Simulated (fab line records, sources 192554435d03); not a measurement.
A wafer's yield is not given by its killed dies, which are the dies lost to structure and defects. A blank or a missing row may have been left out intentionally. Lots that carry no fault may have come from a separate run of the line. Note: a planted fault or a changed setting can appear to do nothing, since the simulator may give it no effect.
Split-lot experiment / flow n5-finfet / 39 wafers read from 7 lots, route of 1938 steps

== ABOUT THE SPLIT ==
At N5_BEOL_M3_DEP_57 (deposits SiCN from 3MS/NH3, target thk 8 nm, time 14 s), the setting time-s was moved away from the recipe's 14 s on 18 of the 39 wafers read, by -56.0% to +54.8%. For the rest of the wafers, this setting stayed at what the recipe calls for.

The split's own step is where the reading is taken.

== THE READING ==
SiCN_of_BEOL_M3_DEP_57.thk-nm (the simulator's own value, which no gauge read), in nm, at N5_BEOL_M3_DEP_57 (deposits SiCN from 3MS/NH3, target thk 8 nm, time 14 s). The file gives no usual value for it. Average 8.0 nm, standard deviation 0.14 nm, over the 21 wafers here run with the recipe.

wafer=L074.1; tool, chamber at the split=pecvd-01, 2; time-s as run, s=14; against the recipe=recipe; SiCN_of_BEOL_M3_DEP_57.thk-nm, nm=7.8; against lot-mates on the recipe=-
wafer=L074.5; tool, chamber at the split=pecvd-01, 2; time-s as run, s=14; against the recipe=recipe; SiCN_of_BEOL_M3_DEP_57.thk-nm, nm=7.8; against lot-mates on the recipe=-
wafer=L074.2; tool, chamber at the split=pecvd-01, 1; time-s as run, s=10.63; against the recipe=-24.1%; SiCN_of_BEOL_M3_DEP_57.thk-nm, nm=5.8; against lot-mates on the recipe=-2.1
wafer=L074.6; tool, chamber at the split=pecvd-01, 1; time-s as run, s=10.63; against the recipe=-24.1%; SiCN_of_BEOL_M3_DEP_57.thk-nm, nm=5.8; against lot-mates on the recipe=-2.1
wafer=L074.3; tool, chamber at the split=pecvd-01, 0; time-s as run, s=10.63; against the recipe=-24.1%; SiCN_of_BEOL_M3_DEP_57.thk-nm, nm=6; against lot-mates on the recipe=-1.9
wafer=L074.4; tool, chamber at the split=pecvd-01, 0; time-s as run, s=14; against the recipe=recipe; SiCN_of_BEOL_M3_DEP_57.thk-nm, nm=8; against lot-mates on the recipe=-
wafer=L075.1; tool, chamber at the split=pecvd-04, 2,0,1; time-s as run, s=14; against the recipe=recipe; SiCN_of_BEOL_M3_DEP_57.thk-nm, nm=8.2; against lot-mates on the recipe=-
wafer=L075.3; tool, chamber at the split=pecvd-04, 2,0,1; time-s as run, s=14; against the recipe=recipe; SiCN_of_BEOL_M3_DEP_57.thk-nm, nm=8.2; against lot-mates on the recipe=-
wafer=L075.6; tool, chamber at the split=pecvd-04, 2,0,1; time-s as run, s=14; against the recipe=recipe; SiCN_of_BEOL_M3_DEP_57.thk-nm, nm=8.2; against lot-mates on the recipe=-
wafer=L075.2; tool, chamber at the split=pecvd-04, 1,0; time-s as run, s=6.154; against the recipe=-56.0%; SiCN_of_BEOL_M3_DEP_57.thk-nm, nm=3.8; against lot-mates on the recipe=-4.4
wafer=L075.5; tool, chamber at the split=pecvd-04, 1,0; time-s as run, s=6.154; against the recipe=-56.0%; SiCN_of_BEOL_M3_DEP_57.thk-nm, nm=3.8; against lot-mates on the recipe=-4.4
wafer=L075.4; tool, chamber at the split=pecvd-04, 2; time-s as run, s=6.154; against the recipe=-56.0%; SiCN_of_BEOL_M3_DEP_57.thk-nm, nm=3.6; against lot-mates on the recipe=-4.6
wafer=L084.1; tool, chamber at the split=pecvd-04, 1; time-s as run, s=19.21; against the recipe=+37.2%; SiCN_of_BEOL_M3_DEP_57.thk-nm, nm=10.6; against lot-mates on the recipe=+2.6
wafer=L084.2; tool, chamber at the split=pecvd-04, 0; time-s as run, s=14; against the recipe=recipe; SiCN_of_BEOL_M3_DEP_57.thk-nm, nm=8; against lot-mates on the recipe=-
wafer=L084.3; tool, chamber at the split=pecvd-04, 1,0; time-s as run, s=19.21; against the recipe=+37.2%; SiCN_of_BEOL_M3_DEP_57.thk-nm, nm=11; against lot-mates on the recipe=+3.0
wafer=L084.4; tool, chamber at the split=pecvd-04, 1,0; time-s as run, s=19.21; against the recipe=+37.2%; SiCN_of_BEOL_M3_DEP_57.thk-nm, nm=11; against lot-mates on the recipe=+3.0
wafer=L084.5; tool, chamber at the split=pecvd-04, 1; time-s as run, s=14; against the recipe=recipe; SiCN_of_BEOL_M3_DEP_57.thk-nm, nm=7.8; against lot-mates on the recipe=-
wafer=L084.6; tool, chamber at the split=pecvd-04, 0; time-s as run, s=14; against the recipe=recipe; SiCN_of_BEOL_M3_DEP_57.thk-nm, nm=8.2; against lot-mates on the recipe=-
wafer=L085.1; tool, chamber at the split=pecvd-02, 0,1,0; time-s as run, s=16.84; against the recipe=+20.3%; SiCN_of_BEOL_M3_DEP_57.thk-nm, nm=9.6; against lot-mates on the recipe=+1.7
wafer=L085.4; tool, chamber at the split=pecvd-02, 0,1,0; time-s as run, s=16.84; against the recipe=+20.3%; SiCN_of_BEOL_M3_DEP_57.thk-nm, nm=9.6; against lot-mates on the recipe=+1.7
wafer=L085.6; tool, chamber at the split=pecvd-02, 0,1,0; time-s as run, s=16.84; against the recipe=+20.3%; SiCN_of_BEOL_M3_DEP_57.thk-nm, nm=9.6; against lot-mates on the recipe=+1.7
wafer=L085.2; tool, chamber at the split=pecvd-02, 2; time-s as run, s=14; against the recipe=recipe; SiCN_of_BEOL_M3_DEP_57.thk-nm, nm=8; against lot-mates on the recipe=-
wafer=L085.5; tool, chamber at the split=pecvd-02, 2; time-s as run, s=14; against the recipe=recipe; SiCN_of_BEOL_M3_DEP_57.thk-nm, nm=8; against lot-mates on the recipe=-
wafer=L085.3; tool, chamber at the split=pecvd-02, 1; time-s as run, s=14; against the recipe=recipe; SiCN_of_BEOL_M3_DEP_57.thk-nm, nm=7.8; against lot-mates on the recipe=-
wafer=L090.1; tool, chamber at the split=pecvd-01, 1; time-s as run, s=21.67; against the recipe=+54.8%; SiCN_of_BEOL_M3_DEP_57.thk-nm, nm=12.4; against lot-mates on the recipe=+4.4
wafer=L090.2; tool, chamber at the split=pecvd-01, 0,2; time-s as run, s=21.67; against the recipe=+54.8%; SiCN_of_BEOL_M3_DEP_57.thk-nm, nm=12.2; against lot-mates on the recipe=+4.2
wafer=L090.3; tool, chamber at the split=pecvd-01, 0,2; time-s as run, s=21.67; against the recipe=+54.8%; SiCN_of_BEOL_M3_DEP_57.thk-nm, nm=12.2; against lot-mates on the recipe=+4.2
wafer=L090.4; tool, chamber at the split=pecvd-01, 0,1,2; time-s as run, s=14; against the recipe=recipe; SiCN_of_BEOL_M3_DEP_57.thk-nm, nm=8; against lot-mates on the recipe=-
wafer=L090.5; tool, chamber at the split=pecvd-01, 0,1,2; time-s as run, s=14; against the recipe=recipe; SiCN_of_BEOL_M3_DEP_57.thk-nm, nm=8; against lot-mates on the recipe=-
wafer=L090.6; tool, chamber at the split=pecvd-01, 0,1,2; time-s as run, s=14; against the recipe=recipe; SiCN_of_BEOL_M3_DEP_57.thk-nm, nm=8; against lot-mates on the recipe=-
wafer=L092.1; tool, chamber at the split=pecvd-04, 2; time-s as run, s=14; against the recipe=recipe; SiCN_of_BEOL_M3_DEP_57.thk-nm, nm=8; against lot-mates on the recipe=-
wafer=L092.2; tool, chamber at the split=pecvd-04, 0,2; time-s as run, s=10.89; against the recipe=-22.2%; SiCN_of_BEOL_M3_DEP_57.thk-nm, nm=6.4; against lot-mates on the recipe=-1.6
wafer=L092.5; tool, chamber at the split=pecvd-04, 0,2; time-s as run, s=10.89; against the recipe=-22.2%; SiCN_of_BEOL_M3_DEP_57.thk-nm, nm=6.4; against lot-mates on the recipe=-1.6
wafer=L092.3; tool, chamber at the split=pecvd-04, 1; time-s as run, s=10.89; against the recipe=-22.2%; SiCN_of_BEOL_M3_DEP_57.thk-nm, nm=6.2; against lot-mates on the recipe=-1.8
wafer=L092.4; tool, chamber at the split=pecvd-04, 0; time-s as run, s=14; against the recipe=recipe; SiCN_of_BEOL_M3_DEP_57.thk-nm, nm=8.2; against lot-mates on the recipe=-
wafer=L092.6; tool, chamber at the split=pecvd-04, 1; time-s as run, s=14; against the recipe=recipe; SiCN_of_BEOL_M3_DEP_57.thk-nm, nm=7.8; against lot-mates on the recipe=-
wafer=L097.1; tool, chamber at the split=pecvd-04, 1; time-s as run, s=14; against the recipe=recipe; SiCN_of_BEOL_M3_DEP_57.thk-nm, nm=7.8; against lot-mates on the recipe=-
wafer=L097.5; tool, chamber at the split=pecvd-04, 2,0; time-s as run, s=14; against the recipe=recipe; SiCN_of_BEOL_M3_DEP_57.thk-nm, nm=8; against lot-mates on the recipe=-
wafer=L097.6; tool, chamber at the split=pecvd-04, 2,0; time-s as run, s=14; against the recipe=recipe; SiCN_of_BEOL_M3_DEP_57.thk-nm, nm=8; against lot-mates on the recipe=-
When a row names more than one chamber, that row covers several wafers, and the file does not tell which wafer ran in which chamber.

THE FIT
A straight line over all 39 wafers: SiCN_of_BEOL_M3_DEP_57.thk-nm changes by +0.0777 nm for each +1% of time-s; r = +1.00; the points scatter about the line by 0.16 nm.
The same after taking each lot's own level away (the mean of its wafers on the recipe; 39 wafers): +0.0788 nm for each +1%; r = +1.00; scatter 0.12 nm.
According to that fit, moving time-s by its largest amount changes the reading by 4.4 nm.
Across the lots, their own levels run from 7.87 to 8.20 nm, a range of 2.3 times the standard deviation given above.
Hence the lot-to-lot level has little effect on the slope; both slopes agree.
Check: with one of the wafers moved furthest among these (-56.0%) left out of the fit, the line predicts -4.43 nm for it against its lot-mates. Against them it came out at -4.4 nm.

== OTHER SPLITS ON THESE WAFERS ==
Before the reading, these wafers also passed through other splits. Each is held against what the fit with the lots' levels taken away leaves over:
other split on the same wafers=N5_GATE_CUT_DESCUM_18 time-s; wafers away from the commonest value=12; r with SiCN_of_BEOL_M3_DEP_57.thk-nm (lot level and that fit taken away)=-0.11

== THE FILE'S OWN FIT ==
SiCN_of_BEOL_M3_DEP_57.thk-nm changes by +0.0788 nm for each +1% of time-s, r = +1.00.
